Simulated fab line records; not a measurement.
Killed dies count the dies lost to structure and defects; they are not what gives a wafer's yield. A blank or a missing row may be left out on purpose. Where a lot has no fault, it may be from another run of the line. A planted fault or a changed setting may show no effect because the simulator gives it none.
What tool caused it? -- flow n5Finfet -- 36 wafers sampled from 12 lots at 1 step of a route of 1938

## WHAT THE GAUGES SHOWED, per wafer
N5_BEOL_M2_OVL_MEAS_12.
lot,measured,on,M2_OVL (nm)
L075,day 6 20:08,overlay-02,-0.4 0.5 1.1
L076,day 7 04:35,overlay-01,-0.4 -0.8 0.1
L079,day 7 23:56,overlay-02,0.0 -0.7 -0.2
L082,day 8 22:02,overlay-01,-0.1 -0.8 -0.3
L083,day 9 08:32,overlay-02,-0.8 0.3 0.2
L086,day 9 16:31,overlay-02,0.3 -0.6 -0.1
L088,day 10 01:40,overlay-01,-0.5 0.2 -0.3
L089,day 10 08:38,overlay-01,0.8 -1.4 -0.2
L091,day 10 14:52,overlay-01,0.5 -0.3 0.3
L093,day 11 12:33,overlay-01,0.3 0.1 0.5
L095,day 12 10:40,overlay-02,0.5 1.1 0.5
L096,day 12 17:28,overlay-01,-0.8 -0.9 -2.1

## TOOL THAT RAN EACH LOT (tool first, then ch and the chambers of the sampled wafers, then the start)
Before these readings, the record contains no process step.

## THE ANSWER, worked out from the rows above alone
Rule: usual is defined by the lots themselves. The widest of any qualifying gaps counts: lots, ordered by their means at a reading, are off when they make up no more than a third of the lots, leave a main group of 4 or more, and stand apart from it by 3 or more times the standard deviation of that group's means. Not used: any main group whose means are identical at the precision the tables above print for the reading. Also off: a lot with no number at a reading for which 4 or more lots have one. The other lots that the step has rows for count as sound.
Across all readings shown, no lot is off: no conclusion can be drawn from this.

## WHAT THE SIMULATOR PUT IN
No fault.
